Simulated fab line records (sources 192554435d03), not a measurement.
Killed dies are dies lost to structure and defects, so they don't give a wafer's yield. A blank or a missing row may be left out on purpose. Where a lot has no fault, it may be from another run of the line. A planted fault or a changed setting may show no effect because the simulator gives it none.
Comparing a struck lot with a sound one :: flow n5-finfet :: 16 steps out of a route of 1938
Sound: the wafers L890.2, L890.4, L890.6. Struck: wafers L893.3, L893.4 (left out: L893.2, a lot-mate that was not struck); the cause follows at the end.
Each step with rows lists, per side, the tool, then ch with its chambers, then its first start. Under that, the readings that differ: sound wafers :: struck wafers :: difference of the means :: sigmas: that difference in standard deviations of wafers without a fault.
alike: words and numbers the same on both sides, and readings whose means are apart by under 2 such deviations; not compared: readings that were withheld, readings missing a value for some wafer, numbers with overlapping values and no deviation given by the record, and bounds like >300 which may hide the same value.
The two part at a step that has a row with sigmas, a row that says differs or no value, or rows on one side only. Numbers that don't overlap but have no deviation are shown without sigmas and don't part them. A reading that every wafer of one side lacks parts them only if that side has two wafers or more.

N5_BEOL_M2_DESCUM_16: chemistry O2, time 7 s.
  sound on rie-diel-06 ch 2,3, day 8 05:25; struck on rie-diel-05 ch 1,3, day 9 04:02
  alike: drypump-motor-current-A, oes-product-au, rf-vpp-V, showerhead-plenum-p-Torr, throttle-valve-pct
  not compared: rf-hours-counter-h
N5_BEOL_M2_ETCH_74: etches underlayer in N2/H2, target depth 6.5 nm, time 5.2 s.
  sound on rie-diel-06 ch 2,3, day 8 05:28; struck on rie-diel-05 ch 1,3, day 9 04:04
  alike: drypump-motor-current-A, etch-rf-on-time-s, oes-product-au, rf-vpp-V, showerhead-plenum-p-Torr, throttle-valve-pct
  not compared: rf-hours-counter-h
then, 1 step without rows for these wafers: N5_BEOL_M2_ETCH_63 (etches SiARC in CF4, target depth 15.6 nm, time 26 s).
N5_BEOL_M2_ETCH_64: etches SOC in N2/H2, target depth 75 nm, overetch 22.5 nm, time 121.9 s.
  sound on rie-diel-06 ch 2,3, day 8 05:30; struck on rie-diel-05 ch 1,3, day 9 04:07
  alike: drypump-motor-current-A, oes-product-au, rf-vpp-V, showerhead-plenum-p-Torr, throttle-valve-pct
  not compared: rf-hours-counter-h
then, 2 steps without rows for these wafers: N5_BEOL_M2_STRIP_65 (strips in N2/H2); N5_BEOL_M2_STRIP_75 (strips in N2/H2).
N5_BEOL_M2_STRIP_66: strips in CF4.
  sound on rie-diel-06 ch 2,3, day 8 05:38; struck on rie-diel-05 ch 1,3, day 9 04:14
  alike: drypump-motor-current-A, oes-product-au, rf-vpp-V, showerhead-plenum-p-Torr, throttle-valve-pct
  not compared: rf-hours-counter-h
N5_BEOL_M2_HM_OPEN_17: chemistry Cl2/BCl3, target TiN, target depth 20 nm, overetch 6 nm.
  sound on rie-metal-02 ch 0,1, day 8 05:41; struck on rie-metal-02 ch 1, day 9 04:19
reading: bcl3-flow-sccm (sccm)
sound: 21.81 21.74 21.73
struck: 21.92 21.89
difference: +0.15
sigmas: +2
  alike: drypump-motor-current-A, mfc-cl2-sccm, oes-product-au, throttle-valve-pct
  not compared: rf-hours-counter-h
then, 1 step without rows for these wafers: N5_BEOL_M2_STRIP_19 (strips in O2).
N5_BEOL_M2_CD_MEAS_18: pitch 36 nm, target cd 18 nm.
  sound on cd-sem-02, day 8 05:52; struck on cd-sem-01, day 9 04:33
  alike: cd-nm
then, 2 steps without rows for these wafers: N5_BEOL_M2_COAT_67 (time 60 s, resist thk 60 nm); N5_BEOL_M2_COAT_68 (time 60 s, resist thk 12 nm).
N5_BEOL_M2_COAT_76: time 60 s, resist thk 5 nm.
  sound on litho-track-05 ch 0, day 8 05:54; struck on litho-track-03 ch 0, day 9 04:35
reading: heater-power-total-W (W)
sound: 391.7 393.4 393.1
struck: 421.4 422.7
difference: +29.3
sigmas: +23

reading: run-length-s (s)
sound: 66.28 66.22 66.33
struck: 59.47 59.64
difference: -6.72
sigmas: -26
then, 1 step without rows for these wafers: N5_BEOL_M2_COAT_22 (resist thk 30 nm).
N5_BEOL_M4_RC_MEAS_101:
  sound on prober-01 ch 0, day 9 15:56; struck on prober-01 ch 0, day 11 00:37
reading: VT_P (mV)
sound: -252 -252 -253
struck: -246 -243
difference: +8
sigmas: +2
  alike: DIBL_N, DIBL_P, IOFF_N, IOFF_P, ION_N, ION_P, SS_N, SS_P, VT_N
-- record jumps: 5 days separate the struck wafers' starts on either side; left off in module BEOL_M4, taken up again in module PASSIVATION, whose first shown step is the route's number 1936 --
N5_PASSIVATION_PROBE_49:
  sound on prober-01, day 14 04:43; struck on prober-01, day 16 04:34
  alike: defect-limited-yield, killed_at_M0_to_M3, killed_at_M4_up, killed-at-contacts, killed-at-front-end, killed-at-other, killed-dies, killed-on-rim, killed-open, killed-short, sort_bin_5_function, sort_bin_6_memory, sort-n-pass, sort-yield-pct

WHERE THEY PART
At N5_BEOL_M2_HM_OPEN_17 first; at N5_BEOL_M4_RC_MEAS_101 last (within this record only). Later steps at which nothing parts them and some readings are alike: N5_PASSIVATION_PROBE_49.

WHY: what the simulator had put in
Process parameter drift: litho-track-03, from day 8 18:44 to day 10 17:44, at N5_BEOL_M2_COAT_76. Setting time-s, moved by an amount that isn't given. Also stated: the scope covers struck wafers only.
